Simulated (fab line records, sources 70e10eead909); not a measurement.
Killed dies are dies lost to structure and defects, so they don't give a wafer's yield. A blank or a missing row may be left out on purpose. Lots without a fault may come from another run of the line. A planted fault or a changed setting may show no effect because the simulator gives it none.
Problem report in the 8D (eight disciplines) form, filled by code | flow nand_harc | the parts of the form that need people (team, actions taken, sign-off) are left out

1. THE PROBLEM
bow_nm at NHARC_A_CHANNEL_HOLE_D1_XSEM_31 reads a mean of 14.55 nm on 3 wafers of 2 lots; wafers without a fault read 8.63 nm with a standard deviation of 0.29. That is +20 standard deviations from the usual mean.
First seen on wafer L483.4, day 13 21:15, on xsem-02. The record holds 27 wafers of 9 lots with a number at this step. Rule for "out", or "out of limits": more than 4 standard deviations from the usual mean. The other wafers with a number count as sound.

2. WHAT IT IS AND WHAT IT IS NOT
question                    | is                     | is not
which readings at this step | bow_nm                 | bot_cd_nm, tilt_deg
which lots                  | L483, L484             | L474, L475, L476, L485, L491, L493, L494
which wafers of those lots  | L483.4, L484.2, L484.4 | L483.2, L483.6, L484.1
read on which tools         | xsem-01, xsem-02       | -
when                        | from day 13 21:15      | up to then (11 sound wafers); but 13 sound wafers of L484, L485, L491, L493, L494 came after

3. SUSPECTS, AND WHAT RULES EACH OUT
Counting: a tool at a process step up to the reading stays a suspect if it ran every lot that is out. Sound lots after the first of them don't rule it out here, since some wafers of a struck lot are sound.
- har_etch-01 at NHARC_A_CHANNEL_HOLE_D1_ETCH_20 (etches the open film in C4F8/O2/Ar, time 361.9 s, target depth 1600 nm): kept. It ran every lot that is out, first L483 (day 13 15:44); its last sound lot up to then is L474 (day 10 00:37).
- har_etch-01 at NHARC_A_CHANNEL_HOLE_D1_ETCH_22 (etches the open film in C4F8/O2/Ar, time 666.7 s, target depth 1600 nm): kept. It ran every lot that is out, first L483 (day 13 16:31); its last sound lot up to then is L474 (day 10 01:25).
- har_etch-01 at NHARC_A_CHANNEL_HOLE_D1_ETCH_33 (etches the open film in C4F8/O2/Ar, time 90 s, target depth 400 nm): kept. It ran every lot that is out, first L483 (day 13 21:15); its last sound lot up to then is L474 (day 10 06:04). NHARC_A_CHANNEL_HOLE_D1_ETCH_33 gives no start for some lots, so the hours and the order of its lots are those of NHARC_A_CHANNEL_HOLE_D1_XSEM_31.
- Within har_etch-01 at NHARC_A_CHANNEL_HOLE_D1_ETCH_20: the wafers that are out ran in chamber 1; their sound lot-mates ran in chamber 0.
- Within har_etch-01 at NHARC_A_CHANNEL_HOLE_D1_ETCH_22: the wafers that are out ran in chamber 1; their sound lot-mates ran in chamber 0.
- Within har_etch-01 at NHARC_A_CHANNEL_HOLE_D1_ETCH_33: the wafers that are out ran in chamber 1; their sound lot-mates ran in chamber 0.
Left after counting: har_etch-01 at NHARC_A_CHANNEL_HOLE_D1_ETCH_20, har_etch-01 at NHARC_A_CHANNEL_HOLE_D1_ETCH_22, har_etch-01 at NHARC_A_CHANNEL_HOLE_D1_ETCH_33.

4. THE CAUSE (what the simulator had put in)
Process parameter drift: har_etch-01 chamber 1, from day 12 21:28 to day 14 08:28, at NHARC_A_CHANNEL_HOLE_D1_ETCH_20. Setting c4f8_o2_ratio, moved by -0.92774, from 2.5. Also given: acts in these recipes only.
Counting left 3 suspects, and this tool is among them.

5. THE CHAIN OF EFFECTS, in route order
Each row: a reading whose mean over the struck wafers that have a number lies more than 3 standard deviations from the usual. Only readings for which the record gives a usual standard deviation are gone through. hours: the time from each lot's start at the first step in this table that gives one to its start at this step, as a median over the lots. sigmas: the change in usual standard deviations.
hours | step                            | reading | usual   | on struck wafers | change | sigmas
0     | NHARC_A_CHANNEL_HOLE_D1_XSEM_31 | bow_nm  | 8.63 nm | 14.55            | +5.92  | +20
The process steps in it:
- NHARC_A_CHANNEL_HOLE_D1_XSEM_31
Later measuring or inspecting steps at which every struck wafer that the step has a row for has a number for every such reading, and none has moved that far: NHARC_END_WLT_00.

6. WHAT WOULD HAVE CAUGHT IT SOONER
In this record the first reading out of limits was taken at day 13 21:15, 24 hours after the fault began at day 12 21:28.
Of the tool readings at NHARC_A_CHANNEL_HOLE_D1_ETCH_20 for which the record gives a usual standard deviation, none was out on any struck wafer, so an alarm limit of 4 standard deviations on them would not have fired.
All the lots that are out (2) had begun NHARC_A_CHANNEL_HOLE_D1_ETCH_20 on har_etch-01 by day 13 21:15. A hold on the tool at that time would have spared none of them.
